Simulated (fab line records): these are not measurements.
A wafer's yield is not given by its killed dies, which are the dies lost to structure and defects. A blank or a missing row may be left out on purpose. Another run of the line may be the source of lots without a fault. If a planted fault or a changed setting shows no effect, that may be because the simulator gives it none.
Split-lot study :: flow n5-finfet :: 39 wafers read across 7 lots, on a route 1938 steps long

ON THE SPLIT
At N5_DUMMY_GATE_ETCH_42 (etches SiO2 in CHF3/O2, target depth 3.5 nm, time 31 s), the setting bias-w was moved away from the recipe's 12 W on 18 of the 39 wafers read, by -16.5% to +17.3%. For the rest of the wafers, this setting stayed at what the recipe calls for.

Reading taken at the split's own step.

THE READING
rf-vpp-V, in V, at N5_DUMMY_GATE_ETCH_42 (etches SiO2 in CHF3/O2, target depth 3.5 nm, time 31 s). On this fab line, fault-free wafers typically give 42.4 V with a standard deviation of 0.88 V.

wafer: L077.1
tool, chamber at the split: rie-diel-01, 2
bias-w as run, W: 10.02
against the recipe: -16.5%
rf-vpp-V, V: 36.6
against lot-mates on the recipe: -5.6

wafer: L077.2
tool, chamber at the split: rie-diel-01, 0
bias-w as run, W: 10.02
against the recipe: -16.5%
rf-vpp-V, V: 36.4
against lot-mates on the recipe: -5.8

wafer: L077.3
tool, chamber at the split: rie-diel-01, 3
bias-w as run, W: 10.02
against the recipe: -16.5%
rf-vpp-V, V: 35.5
against lot-mates on the recipe: -6.7

wafer: L077.4
tool, chamber at the split: rie-diel-01, 1
bias-w as run, W: 12
against the recipe: recipe
rf-vpp-V, V: 42.7
against lot-mates on the recipe: -

wafer: L077.5
tool, chamber at the split: rie-diel-01, 0
bias-w as run, W: 12
against the recipe: recipe
rf-vpp-V, V: 42.3
against lot-mates on the recipe: -

wafer: L077.6
tool, chamber at the split: rie-diel-01, 1
bias-w as run, W: 12
against the recipe: recipe
rf-vpp-V, V: 41.6
against lot-mates on the recipe: -

wafer: L080.1
tool, chamber at the split: rie-diel-06, 2
bias-w as run, W: 12
against the recipe: recipe
rf-vpp-V, V: 40.9
against lot-mates on the recipe: -

wafer: L080.2
tool, chamber at the split: rie-diel-06, 1
bias-w as run, W: 12
against the recipe: recipe
rf-vpp-V, V: 43.7
against lot-mates on the recipe: -

wafer: L080.5
tool, chamber at the split: rie-diel-06, 2
bias-w as run, W: 12
against the recipe: recipe
rf-vpp-V, V: 42.2
against lot-mates on the recipe: -

wafer: L088.1
tool, chamber at the split: rie-diel-02, 0
bias-w as run, W: 10.34
against the recipe: -13.8%
rf-vpp-V, V: 38.4
against lot-mates on the recipe: -4.2

wafer: L088.2
tool, chamber at the split: rie-diel-02, 1
bias-w as run, W: 12
against the recipe: recipe
rf-vpp-V, V: 42.8
against lot-mates on the recipe: -

wafer: L088.3
tool, chamber at the split: rie-diel-02, 2
bias-w as run, W: 10.34
against the recipe: -13.8%
rf-vpp-V, V: 38.6
against lot-mates on the recipe: -4.0

wafer: L088.4
tool, chamber at the split: rie-diel-02, 0
bias-w as run, W: 12
against the recipe: recipe
rf-vpp-V, V: 42.4
against lot-mates on the recipe: -

wafer: L088.5
tool, chamber at the split: rie-diel-02, 2
bias-w as run, W: 12
against the recipe: recipe
rf-vpp-V, V: 42.6
against lot-mates on the recipe: -

wafer: L088.6
tool, chamber at the split: rie-diel-02, 1
bias-w as run, W: 10.34
against the recipe: -13.8%
rf-vpp-V, V: 38.4
against lot-mates on the recipe: -4.2

wafer: L090.1
tool, chamber at the split: rie-diel-02, 2
bias-w as run, W: 12
against the recipe: recipe
rf-vpp-V, V: 42.5
against lot-mates on the recipe: -

wafer: L090.2
tool, chamber at the split: rie-diel-02, 3
bias-w as run, W: 10.8
against the recipe: -10.0%
rf-vpp-V, V: 39.1
against lot-mates on the recipe: -3.2

wafer: L090.3
tool, chamber at the split: rie-diel-02, 1
bias-w as run, W: 10.8
against the recipe: -10.0%
rf-vpp-V, V: 39.2
against lot-mates on the recipe: -3.1

wafer: L090.4
tool, chamber at the split: rie-diel-02, 0
bias-w as run, W: 12
against the recipe: recipe
rf-vpp-V, V: 42.9
against lot-mates on the recipe: -

wafer: L090.5
tool, chamber at the split: rie-diel-02, 1
bias-w as run, W: 10.8
against the recipe: -10.0%
rf-vpp-V, V: 39.6
against lot-mates on the recipe: -2.7

wafer: L090.6
tool, chamber at the split: rie-diel-02, 0
bias-w as run, W: 12
against the recipe: recipe
rf-vpp-V, V: 41.4
against lot-mates on the recipe: -

wafer: L092.1
tool, chamber at the split: rie-diel-02, 2
bias-w as run, W: 12
against the recipe: recipe
rf-vpp-V, V: 42.3
against lot-mates on the recipe: -

wafer: L092.2
tool, chamber at the split: rie-diel-02, 1
bias-w as run, W: 12.68
against the recipe: +5.7%
rf-vpp-V, V: 41.7
against lot-mates on the recipe: -0.8

wafer: L092.3
tool, chamber at the split: rie-diel-02, 0
bias-w as run, W: 12.68
against the recipe: +5.7%
rf-vpp-V, V: 44.0
against lot-mates on the recipe: +1.5

wafer: L092.4
tool, chamber at the split: rie-diel-02, 3
bias-w as run, W: 12
against the recipe: recipe
rf-vpp-V, V: 43.3
against lot-mates on the recipe: -

wafer: L092.5
tool, chamber at the split: rie-diel-02, 2
bias-w as run, W: 12.68
against the recipe: +5.7%
rf-vpp-V, V: 44.2
against lot-mates on the recipe: +1.7

wafer: L092.6
tool, chamber at the split: rie-diel-02, 1
bias-w as run, W: 12
against the recipe: recipe
rf-vpp-V, V: 41.8
against lot-mates on the recipe: -

wafer: L093.1
tool, chamber at the split: rie-diel-01, 0
bias-w as run, W: 12
against the recipe: recipe
rf-vpp-V, V: 43.2
against lot-mates on the recipe: -

wafer: L093.2
tool, chamber at the split: rie-diel-01, 2
bias-w as run, W: 12
against the recipe: recipe
rf-vpp-V, V: 41.7
against lot-mates on the recipe: -

wafer: L093.3
tool, chamber at the split: rie-diel-01, 3
bias-w as run, W: 14.07
against the recipe: +17.3%
rf-vpp-V, V: 47.3
against lot-mates on the recipe: +4.9

wafer: L093.4
tool, chamber at the split: rie-diel-01, 1
bias-w as run, W: 14.07
against the recipe: +17.3%
rf-vpp-V, V: 47.7
against lot-mates on the recipe: +5.3

wafer: L093.5
tool, chamber at the split: rie-diel-01, 0
bias-w as run, W: 12
against the recipe: recipe
rf-vpp-V, V: 42.3
against lot-mates on the recipe: -

wafer: L093.6
tool, chamber at the split: rie-diel-01, 3
bias-w as run, W: 14.07
against the recipe: +17.3%
rf-vpp-V, V: 48.0
against lot-mates on the recipe: +5.6

wafer: L094.1
tool, chamber at the split: rie-diel-06, 3
bias-w as run, W: 13.67
against the recipe: +13.9%
rf-vpp-V, V: 46.8
against lot-mates on the recipe: +5.0

wafer: L094.2
tool, chamber at the split: rie-diel-06, 2
bias-w as run, W: 12
against the recipe: recipe
rf-vpp-V, V: 43.4
against lot-mates on the recipe: -

wafer: L094.3
tool, chamber at the split: rie-diel-06, 1
bias-w as run, W: 12
against the recipe: recipe
rf-vpp-V, V: 41.6
against lot-mates on the recipe: -

wafer: L094.4
tool, chamber at the split: rie-diel-06, 2
bias-w as run, W: 12
against the recipe: recipe
rf-vpp-V, V: 40.5
against lot-mates on the recipe: -

wafer: L094.5
tool, chamber at the split: rie-diel-06, 3
bias-w as run, W: 13.67
against the recipe: +13.9%
rf-vpp-V, V: 44.5
against lot-mates on the recipe: +2.7

wafer: L094.6
tool, chamber at the split: rie-diel-06, 1
bias-w as run, W: 13.67
against the recipe: +13.9%
rf-vpp-V, V: 45.5
against lot-mates on the recipe: +3.7

FIT RESULTS
A straight line over all 39 wafers: rf-vpp-V changes by +0.302 V for each +1% of bias-w; r = +0.96; the points scatter about the line by 0.87 V.
The same after taking each lot's own level away (the mean of its wafers on the recipe; 39 wafers): +0.307 V for each +1%; r = +0.96; scatter 0.82 V.
The reading moves by 5.3 V for the largest change in bias-w, on that fit.
From 41.83 to 42.60 V: that is the span of the lots' own levels, equal to 0.9 times the standard deviation above.
The two slopes agree, so the slope changes little with the lot-to-lot level.
Check: +5.16 V against its lot-mates is what the line predicts for one of the wafers moved furthest among these (+17.3%) when that wafer is left out of the fit. It came out at +4.9 V against them.
Tool readings at the split's step, against how far the setting was moved: rf-vpp-V r = +0.96.

THESE WAFERS: OTHER SPLITS
These wafers also went through other splits before the reading. Each is held against what the fit with the lots' levels taken away leaves over:
other split on the same wafers: N5_STI_FIN_REVEAL_RECESS_09 target-depth-a
wafers away from the commonest value: 9
r with rf-vpp-V (lot level and that fit taken away): +0.30

other split on the same wafers: N5_DUMMY_GATE_ETCH_31 target-depth-a
wafers away from the commonest value: 15
r with rf-vpp-V (lot level and that fit taken away): -0.12

other split on the same wafers: N5_DUMMY_GATE_ETCH_32 time-s
wafers away from the commonest value: 15
r with rf-vpp-V (lot level and that fit taken away): +0.00

FILE'S OWN FIT
rf-vpp-V changes by +0.307 V for each +1% of bias-w, r = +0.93.
